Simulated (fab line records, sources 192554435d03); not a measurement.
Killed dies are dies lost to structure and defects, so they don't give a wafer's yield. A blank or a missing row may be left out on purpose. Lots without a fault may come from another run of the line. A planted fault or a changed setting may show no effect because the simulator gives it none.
Chamber matching | flow n5_finfet | N5_BEOL_M3_ALD_98 on ald_sin-04: 4 sister chambers
The step deposits SiO2, target thk 2.5 nm, pulse time 1 s, co reactant pulse time 1 s. 24 wafers are shown with their chamber, then 12 later ones without.

WAFERS WITH THEIR CHAMBER
wafer  | chamber | heater_power_w (W) | precursor_pulse_height_rel
L074.1 | 2       | 78                 | 1.016
L074.4 | 1       | 75                 | 0.982
L074.5 | 2       | 78                 | 0.986
L075.2 | 1       | 78                 | 1.016
L075.4 | 0       | 85                 | 0.992
L075.6 | 1       | 79                 | 0.959
L076.1 | 2       | 80                 | 1.041
L076.2 | 3       | 88                 | 1.018
L076.4 | 1       | 79                 | 1.007
L077.1 | 0       | 86                 | 0.991
L077.2 | 2       | 80                 | 1.024
L077.5 | 2       | 79                 | 0.991
L087.1 | 2       | 76                 | 1.017
L087.2 | 0       | 82                 | 0.992
L087.3 | 1       | 74                 | 0.985
L087.4 | 3       | 87                 | 1.016
L087.5 | 0       | 84                 | 1.018
L087.6 | 3       | 85                 | 0.991
L088.1 | 0       | 82                 | 1.032
L088.4 | 3       | 86                 | 1.005
L088.6 | 1       | 77                 | 0.999
L090.1 | 1       | 76                 | 0.990
L090.2 | 0       | 84                 | 0.988
L090.3 | 3       | 86                 | 1.000

SIGNATURES (means of the wafers above)
reading                    | chamber 0 | chamber 1 | chamber 2 | chamber 3 | scatter within a chamber
heater_power_w             | 83.83     | 76.86     | 78.50     | 86.40     | 1.62
precursor_pulse_height_rel | 1.00217   | 0.99114   | 1.01250   | 1.00600   | 0.0179
Rule: a wafer's distance from a chamber is the root of the sum, over the readings, of the square of ((its reading less the chamber's mean) divided by the reading's scatter). The wafer belongs to the nearest chamber; if the next one is less than 2 further off, it can't be placed. The scatter: the root of (the sum of the squares of (reading less its chamber's mean) over the shown wafers, divided by (wafers less chambers)).

WAFERS WITHOUT THEIR CHAMBER
wafer  | heater_power_w (W) | precursor_pulse_height_rel
L090.4 | 76                 | 0.998
L090.5 | 75                 | 1.024
L090.6 | 77                 | 0.996
L095.3 | 84                 | 0.982
L095.4 | 76                 | 1.011
L095.6 | 87                 | 1.016
L097.1 | 76                 | 0.987
L097.2 | 88                 | 0.988
L097.3 | 86                 | 0.999
L097.4 | 75                 | 1.000
L097.5 | 78                 | 1.016
L097.6 | 83                 | 0.990

WHICH CHAMBER EACH WENT THROUGH
wafer  | from the rows above     | in truth
L090.4 | can't be placed: 1 or 2 | 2
L090.5 | can't be placed: 1 or 2 | 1
L090.6 | can't be placed: 1 or 2 | 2
L095.3 | can't be placed: 0 or 3 | 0
L095.4 | can't be placed: 1 or 2 | 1
L095.6 | can't be placed: 3 or 0 | 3
L097.1 | can't be placed: 1 or 2 | 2
L097.2 | can't be placed: 3 or 0 | 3
L097.3 | can't be placed: 3 or 0 | 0
L097.4 | can't be placed: 1 or 2 | 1
L097.5 | can't be placed: 2 or 1 | 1
L097.6 | can't be placed: 0 or 3 | 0
Placed correctly: 0 of 12. Can't be placed from these rows: 12 (the true chamber is among the candidates in 12). Placed wrongly: 0.
